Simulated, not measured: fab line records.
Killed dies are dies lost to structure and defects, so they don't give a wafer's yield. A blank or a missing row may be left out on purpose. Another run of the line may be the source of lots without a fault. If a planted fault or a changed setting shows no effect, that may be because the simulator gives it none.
Matching of chambers -- flow nand-harc -- NHARC_A_STAIRCASE_TRIM_196 on rie-diel-05 has 4 sister chambers
The step chemistry O2, time 211.2 s. 16 wafers are shown with their chamber, then 8 later ones without.

== WAFERS PAIRED WITH THEIR CHAMBERS ==
wafer,chamber,showerhead-plenum-p-Torr (Torr),drypump-motor-current-A (A),oes-product-au (a.u.)
L080.4,0,3.45,5.9,0.990
L080.5,3,3.40,5.7,0.980
L080.6,2,3.67,6.7,0.999
L082.2,0,3.45,5.9,0.999
L082.5,0,3.45,5.9,0.991
L082.6,1,3.37,5.3,1.002
L083.1,0,3.45,5.9,0.999
L083.4,3,3.40,5.8,0.980
L083.5,1,3.37,5.3,1.001
L084.1,3,3.40,5.7,0.984
L084.3,1,3.36,5.3,1.004
L084.6,2,3.67,6.7,0.989
L089.1,2,3.66,6.7,0.998
L089.4,0,3.44,5.8,1.005
L089.6,2,3.66,6.7,1.007
L092.2,3,3.39,5.7,0.983

SIGNATURES (means of the wafers above)
reading,chamber 0,chamber 1,chamber 2,chamber 3,scatter within a chamber
showerhead-plenum-p-Torr,3.4480,3.3667,3.6650,3.3975,0.00518
drypump-motor-current-A,5.880,5.300,6.700,5.725,0.0359
oes-product-au,0.99680,1.00233,0.99825,0.98175,0.0053
Rule: for each reading, subtract the chamber's mean from the wafer's reading, divide by that reading's scatter and square the result; add these up over the readings and take the root, which gives the wafer's distance from the chamber. If the next closest chamber is less than 2 further off than the closest, the wafer can't be placed; otherwise it belongs to the closest. How the scatter is found: for the shown wafers, subtract from each reading the mean of its chamber, square and add these, divide the total by (wafers less chambers), then take the root.

== WAFERS WHOSE CHAMBER IS MISSING ==
wafer,showerhead-plenum-p-Torr (Torr),drypump-motor-current-A (A),oes-product-au (a.u.)
L092.5,3.44,5.9,0.993
L092.6,3.36,5.3,1.005
L091.4,3.66,6.7,1.000
L091.5,3.39,5.7,0.982
L091.6,3.44,5.9,0.980
L094.2,3.43,5.9,0.986
L094.3,3.35,5.3,0.998
L094.4,3.39,5.7,0.988

== EACH ONE'S CHAMBER ==
wafer,from the rows above,in truth
L092.5,0,0
L092.6,1,1
L091.4,2,2
L091.5,3,3
L091.6,0,0
L094.2,0,0
L094.3,1,1
L094.4,3,3
8 of 8 placed correctly. From these rows, 0 cannot be placed. Number placed wrongly: 0.
